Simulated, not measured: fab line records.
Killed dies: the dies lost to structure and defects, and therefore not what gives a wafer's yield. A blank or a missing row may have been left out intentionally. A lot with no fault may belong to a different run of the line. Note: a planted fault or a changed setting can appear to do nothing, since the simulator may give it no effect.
Matching of chambers :: flow nand harc :: 3 sister chambers for NHARC_A_ONON_D1_DEP_33 on pecvd-01
The step deposits SiO2, target thk 200 nm. 6 wafers are shown with their chamber, then 8 later ones without.

== WAFERS WITH THEIR CHAMBER ==
wafer: L773.4
chamber: 2
rf fwd power W (W): 899.2
heater power w (W): 479

wafer: L773.6
chamber: 1
rf fwd power W (W): 899.0
heater power w (W): 609

wafer: L775.1
chamber: 0
rf fwd power W (W): 895.9
heater power w (W): 500

wafer: L775.4
chamber: 1
rf fwd power W (W): 897.6
heater power w (W): 500

wafer: L775.5
chamber: 0
rf fwd power W (W): 896.4
heater power w (W): 497

wafer: L776.1
chamber: 2
rf fwd power W (W): 900.9
heater power w (W): 489

== WAFERS WITH NO CHAMBER GIVEN ==
wafer: L776.3
rf fwd power W (W): 899.2
heater power w (W): 386

wafer: L776.5
rf fwd power W (W): 897.9
heater power w (W): 552

wafer: L777.2
rf fwd power W (W): 899.2
heater power w (W): 526

wafer: L777.4
rf fwd power W (W): 896.7
heater power w (W): 508

wafer: L777.5
rf fwd power W (W): 895.5
heater power w (W): 535

wafer: L778.1
rf fwd power W (W): 894.3
heater power w (W): 462

wafer: L778.4
rf fwd power W (W): 893.1
heater power w (W): 467

wafer: L778.5
rf fwd power W (W): 896.1
heater power w (W): 566

== THE CHAMBER EACH PASSED THROUGH ==
wafer: L776.3
from the rows above: can't be placed: 2 or 1 or 0
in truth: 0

wafer: L776.5
from the rows above: can't be placed: 1 or 0
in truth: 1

wafer: L777.2
from the rows above: can't be placed: 1 or 2
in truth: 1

wafer: L777.4
from the rows above: can't be placed: 0 or 1
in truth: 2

wafer: L777.5
from the rows above: can't be placed: 0 or 1
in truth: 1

wafer: L778.1
from the rows above: 0
in truth: 0

wafer: L778.4
from the rows above: 0
in truth: 0

wafer: L778.5
from the rows above: can't be placed: 0 or 1
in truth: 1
Correctly placed: 2 of 8. From these rows, 6 cannot be placed; in 5 the true chamber is one of the candidates. Wrongly placed: 0.
How it was worked out, from the rows above alone: a wafer's distance from a chamber is the root of the sum, over the readings, of the square of ((its reading less the chamber's mean) divided by the reading's scatter). If the next closest chamber is less than 2 further off than the closest, the wafer can't be placed; otherwise it belongs to the closest. A chamber's mean is the mean of its shown wafers. The scatter: the root of (the sum of the squares of (reading less its chamber's mean) over the shown wafers, divided by (wafers less chambers)).
